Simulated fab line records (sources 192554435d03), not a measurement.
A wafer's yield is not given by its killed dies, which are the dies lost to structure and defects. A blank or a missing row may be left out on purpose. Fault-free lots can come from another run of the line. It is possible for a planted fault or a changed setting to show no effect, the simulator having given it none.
Comparing a struck lot with a sound one / flow n5Finfet / 15 out of 1938 route steps
Sound: wafers L615.1, L615.4, L615.5. Struck: wafer L629.3. (L629.6 of the same lot was not struck and is left out.) The cause comes at the end.
Order at every step that has rows: each side's tool, ch and its chambers, its first start. Under that, the readings that differ: sound wafers / struck wafers / difference of the means / sigmas: that difference in standard deviations of wafers without a fault.
alike: readings with means less than 2 such deviations apart, plus words and numbers identical on both sides. not compared: withheld readings, readings lacking a value on some wafer, bounds such as >300 that could conceal the same value, and numbers that have no deviation in the record and whose values overlap.
The two part at a step that has a row with sigmas, a row that says differs or no value, or rows on one side only. Numbers that have no deviation but don't overlap get no sigmas and don't part them. A reading that every wafer of one side lacks parts them only if that side has two wafers or more.

first, 9 steps without rows for these wafers: N5_SD_EPI_P_EBR_05; N5_SD_EPI_P_SOFTBAKE_04 (time 60 s); N5_SD_EPI_P_EXPOSE_06 (exposes mask SD P BLK, target cd 240 nm); N5_SD_EPI_P_PEB_07 (peb time 60 s); N5_SD_EPI_P_DEVELOP_08 (develop time 30 s); N5_SD_EPI_P_DESCUM_14 (chemistry O2, time 7.9 s); N5_SD_EPI_P_ETCH_36 (etches SiARC in CF4, target depth 45.5 nm, time 75.8 s); N5_SD_EPI_P_ETCH_37 (etches SOC in N2/H2, overetch 108 nm, time 486 s); N5_SD_EPI_P_STRIP_38 (strips in N2/H2).
N5_SD_EPI_P_ETCHBACK_46: etches SiNx in CH3F/O2, stops on SiO2, target depth 17.5 nm.
  sound on rieDiel-04 ch 1,2,3, day 3 08:22; struck on rieDiel-04 ch 3, day 6 20:38
reading=overEtchFrac; sound=0.3 0.3 0.3; struck=0.47677; difference=+0.17677; sigmas=
reading=throttleValvePct (%); sound=16.56 16.17 16.39; struck=15.97; difference=-0.40; sigmas=-2
reading=model.SiARC_of_SD_EPI_P_COAT_35.thkNm (nm); sound=15.6 15.6 15.8; struck=14.8; difference=-0.9; sigmas=
  alike: drypumpMotorCurrentA, oesProductAu, rfFwdPowerW, rfVppV, showerheadPlenumPTorr
  not compared: rfHoursCounterH
then, 1 step without rows for these wafers: N5_SD_EPI_P_ETCH_47 (etches SiOCN in CH3F/O2, target depth 25 nm).
N5_SD_EPI_P_ETCH_16: etches SiO2 in CHF3/O2, target depth 5 nm.
  sound on rieDiel-04 ch 1,2,3, day 3 08:34; struck on rieDiel-04 ch 3, day 6 20:50
reading=oesProductAu (a.u.); sound=0.70 0.73 0.68; struck=0.93; difference=+0.23; sigmas=+2
reading=rfFwdPowerW (W); sound=645 645 645; struck=638; difference=-7; sigmas=-2
reading=model.SiARC_of_SD_EPI_P_COAT_35.thkNm (nm); sound=12 12 12.4; struck=11; difference=-1; sigmas=
  alike: drypumpMotorCurrentA, rfVppV, showerheadPlenumPTorr, throttleValvePct
  not compared: rfHoursCounterH
then, 1 step without rows for these wafers: N5_SD_EPI_P_STRIP_50 (strips in CHF3/O2).
-- a jump in the record: the struck wafers' starts before and after are 4 days apart (it breaks off in module SD_EPI_P and resumes in module BEOL_M4, where the first step shown is number 1111 of the route) --
N5_BEOL_M4_RC_MEAS_101:
  sound on prober-02 ch 0, day 7 17:49; struck on prober-02 ch 0, day 11 08:37
  alike: DIBL_N, DIBL_P, IOFF_N, IOFF_P, ION_N, ION_P, SS_N, SS_P, VT_N, VT_P
-- the record jumps here: 5 days lie between the struck wafers' starts before and after (it left off in module BEOL_M4 and takes up again in module PASSIVATION, whose first step shown is number 1936 of the route) --
N5_PASSIVATION_PROBE_49:
  sound on prober-01, day 11 22:40; struck on prober-01, day 16 09:07
  alike: defectLimitedYield, killed_at_M0_to_M3, killed_at_M4_up, killedAtContacts, killedAtFrontEnd, killedAtOther, killedDies, killedOpen, killedShort, sort_bin_5_function, sort_bin_6_memory, sortNPass, sortYieldPct

== WHERE THEY PART ==
Last at N5_SD_EPI_P_ETCH_16 as far as this record goes, first at N5_SD_EPI_P_ETCHBACK_46. Later steps at which nothing parts them and some readings are alike: N5_BEOL_M4_RC_MEAS_101, N5_PASSIVATION_PROBE_49.

WHY: whatever the simulator had introduced
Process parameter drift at N5_SD_EPI_P_ETCHBACK_46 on rieDiel-04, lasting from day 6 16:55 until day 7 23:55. A move of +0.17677 in setting overEtchFrac, from 0.3. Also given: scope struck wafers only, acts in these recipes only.
